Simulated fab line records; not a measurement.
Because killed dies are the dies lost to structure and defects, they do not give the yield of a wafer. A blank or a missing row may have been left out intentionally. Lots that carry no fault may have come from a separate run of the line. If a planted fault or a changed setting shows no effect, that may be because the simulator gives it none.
Split-lot experiment -- flow n5Finfet -- 7 lots, 21 wafers read, on a route of 1938 steps

## SPLIT DETAILS
At N5_BEOL_M13_TRENCH_ETCH_34 (etches SiOC in C4F8/O2/Ar, target depth 413.47 nm, time 162.6 s), the setting timeS was moved away from the recipe's 162.6 s on 6 of the 21 wafers read, by -19.6% to +9.6%. For the rest of the wafers, this setting stayed at what the recipe calls for.

## THE PATH FROM SPLIT TO READING: the file shows 1 step between them
- N5_BEOL_M13_STRIP_70: strips in C4F8/O2/Ar

## THE READING
trenchDepthNm, in nm, at N5_BEOL_M13_OCD_MEAS_35. A value of 416 nm with a standard deviation of 7.6 nm is what fault-free wafers of this fab line usually give.

wafer,"tool, chamber at the split","timeS as run, s",against the recipe,"trenchDepthNm, nm",against lot-mates on the recipe
L076.3,"rieDiel-03, 1",162.6,recipe,419,-
L076.4,"rieDiel-03, 2",162.6,recipe,414,-
L076.6,"rieDiel-03, 0",162.6,recipe,422,-
L090.1,"rieDiel-05, 3",135.7,-16.5%,343,-65
L090.2,"rieDiel-05, 1",162.6,recipe,408,-
L090.3,"rieDiel-05, 0",135.7,-16.5%,338,-70
L092.1,"rieDiel-05, 3,1",162.6,recipe,414,-
L092.5,"rieDiel-05, 3,1",162.6,recipe,415,-
L092.6,"rieDiel-05, 0",162.6,recipe,412,-
L094.2,"rieDiel-03, 1",139,-14.5%,357,-63
L094.3,"rieDiel-03, 2",162.6,recipe,412,-
L094.6,"rieDiel-03, 3",162.6,recipe,428,-
L091.1,"rieDiel-03, 0",162.6,recipe,421,-
L091.3,"rieDiel-03, 3",173.4,+6.6%,454,+28
L091.6,"rieDiel-03, 3",162.6,recipe,430,-
L095.4,"rieDiel-04, 3",178.2,+9.6%,449,+26
L095.5,"rieDiel-04, 2",162.6,recipe,418,-
L095.6,"rieDiel-04, 0",162.6,recipe,428,-
L096.1,"rieDiel-03, 1",130.7,-19.6%,336,-86
L096.3,"rieDiel-03, 3",162.6,recipe,424,-
L096.4,"rieDiel-03, 0",162.6,recipe,419,-
When a row names more than one chamber, that row covers several wafers, and the file does not tell which wafer ran in which chamber.

FIT RESULTS
A straight line over all 21 wafers: trenchDepthNm changes by +4.39 nm for each +1% of timeS; r = +0.98; the points scatter about the line by 6.8 nm.
The same after taking each lot's own level away (the mean of its wafers on the recipe; 21 wafers): +4.08 nm for each +1%; r = +0.99; scatter 5 nm.
On that fit, the largest move of timeS shifts the reading by 80 nm.
The lots' own levels span 408.0 to 425.5 nm, that is 2.3 times the standard deviation above.
The two slopes agree, so the slope changes little with the lot-to-lot level.
Check: with one of the wafers moved furthest among these (-19.6%) left out of the fit, the line predicts -79 nm for it against its lot-mates. It came out at -85.5 nm against them.

## THESE WAFERS: OTHER SPLITS
Other splits were also applied to these wafers ahead of the reading. Each is held against what the fit with the lots' levels taken away leaves over:
other split on the same wafers,wafers away from the commonest value,r with trenchDepthNm (lot level and that fit taken away)
N5_BEOL_M10_TRENCH_ETCH_37 timeS,6,+0.01
N5_BEOL_M10_ALD_74 aldCycles,5,-0.12
N5_BEOL_M11_COAT_63 spinRpm,8,+0.04
N5_BEOL_M11_EXPOSE_25 doseMj,8,+0.00
N5_BEOL_M12_ETCH_68 timeS,8,+0.22

## THE WHOLE CHAIN: every reading that the file lists as answering this split, in the file's order
step,what it does,reading,change (the file's fit),r (the file's)
N5_BEOL_M13_TRENCH_ETCH_34,"etches SiOC in C4F8/O2/Ar, target depth 413.47 nm, time 162.6 s","etch.depthNm (the simulator's own value, which no gauge read)",+4.12 nm for each +1% of the setting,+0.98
N5_BEOL_M13_OCD_MEAS_35,,trenchDepthNm,+4.12 nm for each +1% of the setting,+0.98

## THE FILE'S OWN FIT
trenchDepthNm changes by +4.12 nm for each +1% of timeS, r = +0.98.
